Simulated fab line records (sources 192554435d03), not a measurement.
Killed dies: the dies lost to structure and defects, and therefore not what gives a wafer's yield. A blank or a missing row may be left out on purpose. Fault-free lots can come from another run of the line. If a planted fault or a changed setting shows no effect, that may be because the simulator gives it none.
Split-lot experiment -- flow n5-finfet -- 39 wafers read across 7 lots, on a route 1938 steps long

== ON THE SPLIT ==
At N5_SD_EPI_N_ETCH_45 (etches SiOCN in CH3F/O2, target depth 6 nm), the setting target-depth-a was moved away from the recipe's 60 angstrom on 15 of the 39 wafers read, by -54.5% to +51.5%. All remaining wafers had this setting at the recipe value.

The reading is taken at the split's own step.

== THE READING ==
etch.depth-nm (the simulator's own value, which no gauge read), in nm, at N5_SD_EPI_N_ETCH_45 (etches SiOCN in CH3F/O2, target depth 6 nm). No usual value for it is given in the file. Average 6.021 nm, standard deviation 0.061 nm, over the 24 wafers here run with the recipe.

wafer,"tool, chamber at the split","target-depth-a as run, angstrom",against the recipe,"etch.depth-nm, nm",against lot-mates on the recipe
L080.1,"rie-diel-02, 2",90.92,+51.5%,9.109,+3.054
L080.2,"rie-diel-02, 3",60,recipe,6.053,-
L080.3,"rie-diel-02, 0",60,recipe,6.02,-
L080.4,"rie-diel-02, 1",90.92,+51.5%,9.273,+3.218
L080.5,"rie-diel-02, 0",90.92,+51.5%,9.201,+3.146
L080.6,"rie-diel-02, 1",60,recipe,6.092,-
L083.1,"rie-diel-02, 2",36.27,-39.5%,3.63,-2.401
L083.2,"rie-diel-02, 0",60,recipe,6.005,-
L083.3,"rie-diel-02, 1",36.27,-39.5%,3.71,-2.321
L083.4,"rie-diel-02, 3",60,recipe,6.042,-
L083.5,"rie-diel-02, 2",36.27,-39.5%,3.593,-2.438
L083.6,"rie-diel-02, 3",60,recipe,6.045,-
L089.1,"rie-diel-01, 0",60,recipe,6.026,-
L089.2,"rie-diel-01, 2",60,recipe,6.056,-
L089.3,"rie-diel-01, 1",60,recipe,5.96,-
L089.4,"rie-diel-01, 3",60,recipe,5.918,-
L089.5,"rie-diel-01, 3",60,recipe,5.903,-
L089.6,"rie-diel-01, 0",60,recipe,6.049,-
L090.1,"rie-diel-06, 0",39.95,-33.4%,4.017,-2.024
L090.2,"rie-diel-06, 2",39.95,-33.4%,4.052,-1.989
L090.3,"rie-diel-06, 1",60,recipe,5.951,-
L090.4,"rie-diel-06, 3",60,recipe,6.088,-
L090.5,"rie-diel-06, 3",60,recipe,6.084,-
L090.6,"rie-diel-06, 2",39.95,-33.4%,4.033,-2.008
L091.2,"rie-diel-06, 0",60,recipe,6.128,-
L091.4,"rie-diel-06, 1",60,recipe,5.975,-
L091.6,"rie-diel-06, 2",60,recipe,6.08,-
L092.1,"rie-diel-02, 2",60,recipe,5.94,-
L092.2,"rie-diel-02, 0",27.27,-54.5%,2.707,-3.279
L092.3,"rie-diel-02, 3",60,recipe,5.969,-
L092.4,"rie-diel-02, 1",27.27,-54.5%,2.751,-3.235
L092.5,"rie-diel-02, 1",60,recipe,6.05,-
L092.6,"rie-diel-02, 2",27.27,-54.5%,2.722,-3.264
L094.1,"rie-diel-06, 2",60,recipe,6.024,-
L094.2,"rie-diel-06, 3",60,recipe,6.099,-
L094.3,"rie-diel-06, 1",60,recipe,5.943,-
L094.4,"rie-diel-06, 0",29.67,-50.5%,2.984,-3.038
L094.5,"rie-diel-06, 0",29.67,-50.5%,2.988,-3.034
L094.6,"rie-diel-06, 1",29.67,-50.5%,2.943,-3.079

FIT RESULTS
A straight line over all 39 wafers: etch.depth-nm changes by +0.0607 nm for each +1% of target-depth-a; r = +1.00; the points scatter about the line by 0.058 nm.
The same after taking each lot's own level away (the mean of its wafers on the recipe; 39 wafers): +0.0604 nm for each +1%; r = +1.00; scatter 0.051 nm.
On that fit, the largest move of target-depth-a shifts the reading by 3.3 nm.
The lots' own levels span 5.9853 to 6.0610 nm, that is 1.2 times the standard deviation above.
The two slopes agree, so the slope changes little with the lot-to-lot level.
Check: with one of the wafers moved furthest among these (-54.5%) left out of the fit, the line predicts -3.29 nm for it against its lot-mates. It came out at -3.28 nm against them.

== OTHER SPLITS APPLIED TO THESE WAFERS ==
Before the reading, these wafers also passed through other splits. Each is held against what the fit with the lots' levels taken away leaves over:
other split on the same wafers,wafers away from the commonest value,r with etch.depth-nm (lot level and that fit taken away)
N5_ZERO_LAYER_PECVD_02 time-s,15,+0.01
N5_FIN_SAQP_MANDREL_ETCH_22 target-depth-a,15,+0.10

== FILE'S OWN FIT ==
etch.depth-nm changes by +0.0603 nm for each +1% of target-depth-a, r = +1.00.
